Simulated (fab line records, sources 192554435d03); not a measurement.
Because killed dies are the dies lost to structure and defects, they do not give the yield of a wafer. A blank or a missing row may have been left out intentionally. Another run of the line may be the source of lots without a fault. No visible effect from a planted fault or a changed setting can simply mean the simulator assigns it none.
Split-lot experiment    flow n5 finfet    route with 1938 steps; 7 lots, 21 wafers read

== THE SPLIT ITSELF ==
At N5_BEOL_M1_COAT_61 (time 60 s, resist thk 60 nm), the setting spin rpm was moved away from the recipe's 1500 rpm on 4 of the 21 wafers read, by -8.0% to -3.3%. The other wafers ran this setting at the recipe's value.

== FROM THE SPLIT TO THE READING: what the file shows between them, 8 steps ==
- N5_BEOL_M1_COAT_62: time 60 s, resist thk 12 nm
- N5_BEOL_M1_COAT_73: time 60 s, resist thk 5 nm
- N5_BEOL_M1_ETCH_74: etches underlayer in N2/H2, target depth 6.5 nm, time 5.2 s
- N5_BEOL_M1_ETCH_63: etches SiARC in CF4, target depth 15.6 nm, time 26 s
- N5_BEOL_M1_ETCH_64: etches SOC in N2/H2, target depth 75 nm, overetch 15 nm, time 112.5 s
- N5_BEOL_M1_STRIP_65: strips in N2/H2
- N5_BEOL_M1_STRIP_75: strips in N2/H2
- N5_BEOL_M1_STRIP_66: strips in CF4

== THE READING ==
SOC_of_BEOL_M1_COAT_61.thk nm (the simulator's own value, which no gauge read), in nm, at N5_BEOL_M1_HM_OPEN_17 (chemistry Cl2/BCl3, target TiN, target depth 20 nm, overetch 6 nm). There is no usual value for it anywhere in the file. The 17 wafers here that ran the recipe average 52.3 nm, standard deviation 0.35 nm.

wafer   tool, chamber at the split  spin rpm as run, rpm  against the recipe  SOC_of_BEOL_M1_COAT_61.thk nm, nm  against lot-mates on the recipe
L075.2  litho track-05, 0           1402                  -6.5%               54.2                               +1.6
L075.4  litho track-05, 0           1500                  recipe              52.6                               -
L075.6  litho track-05, 0           1500                  recipe              52.6                               -
L085.2  litho track-02, 0           1500                  recipe              52                                 -
L085.3  litho track-02, 0           1380                  -8.0%               54.4                               +2.4
L085.5  litho track-02, 0           1380                  -8.0%               54.6                               +2.6
L087.1  litho track-02, 0           1500                  recipe              52.2                               -
L087.2  litho track-02, 0           1500                  recipe              52.4                               -
L087.3  litho track-02, 0           1500                  recipe              52.6                               -
L092.2  litho track-03, 0           1500                  recipe              52.2                               -
L092.5  litho track-03, 0           1500                  recipe              52                                 -
L092.6  litho track-03, 0           1500                  recipe              51.8                               -
L093.1  litho track-03, 0           1500                  recipe              51.8                               -
L093.4  litho track-03, 0           1500                  recipe              51.8                               -
L093.6  litho track-03, 0           1500                  recipe              51.8                               -
L094.2  litho track-05, 0           1500                  recipe              52.4                               -
L094.6  litho track-05, 0           1500                  recipe              52.4                               -
L094.4  litho track-05, 0           1500                  recipe              52.6                               -
L097.1  litho track-03, 0           1451                  -3.3%               53.4                               +0.6
L097.2  litho track-03, 0           1500                  recipe              52.8                               -
L097.4  litho track-03, 0           1500                  recipe              52.8                               -

THE FIT
A straight line over all 21 wafers: SOC_of_BEOL_M1_COAT_61.thk nm changes by -0.284 nm for each +1% of spin rpm; r = -0.92; the points scatter about the line by 0.34 nm.
The same after taking each lot's own level away (the mean of its wafers on the recipe; 21 wafers): -0.291 nm for each +1%; r = -0.98; scatter 0.16 nm.
The reading moves by 2.3 nm for the largest change in spin rpm, on that fit.
The span of the lots' own levels, 51.80 to 52.80 nm, comes to 2.9 times the standard deviation stated above.
So the lot-to-lot level changes the slope little: the two slopes agree.
Check: for one of the wafers moved furthest among these (-8.0%), held out of the fit, the line's prediction against its lot-mates is +2.27 nm. It came out at +2.4 nm against them.

== ADDITIONAL SPLITS CARRIED BY THESE WAFERS ==
These wafers also went through other splits before the reading. Each is held against what the fit with the lots' levels taken away leaves over:
other split on the same wafers     wafers away from the commonest value  r with SOC_of_BEOL_M1_COAT_61.thk nm (lot level and that fit taken away)
N5_BEOL_M0_SAQP_HM_DEP_111 time s  8                                     -0.21
N5_BEOL_M0_SAQP_COAT_105 spin rpm  7                                     -0.01
N5_BEOL_M1_ILD_DEP_00 time s       9                                     -0.26

== THE WHOLE CHAIN: every reading that the file lists as answering this split, in the file's order ==
step                   what it does                                                           reading                                                                         change (the file's fit)                r (the file's)
N5_BEOL_M1_COAT_61     time 60 s, resist thk 60 nm                                            SOC_of_BEOL_M1_COAT_61.thk nm (the simulator's own value, which no gauge read)  -0.292 nm for each +1% of the setting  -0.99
N5_BEOL_M1_ETCH_64     etches SOC in N2/H2, target depth 75 nm, overetch 15 nm, time 112.5 s  etch.depth nm (the simulator's own value, which no gauge read)                  -0.292 nm for each +1% of the setting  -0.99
N5_BEOL_M1_HM_OPEN_17  chemistry Cl2/BCl3, target TiN, target depth 20 nm, overetch 6 nm      SOC_of_BEOL_M1_COAT_61.thk nm (the simulator's own value, which no gauge read)  -0.276 nm for each +1% of the setting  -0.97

== FILE'S OWN FIT ==
SOC_of_BEOL_M1_COAT_61.thk nm changes by -0.276 nm for each +1% of spin rpm, r = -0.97.
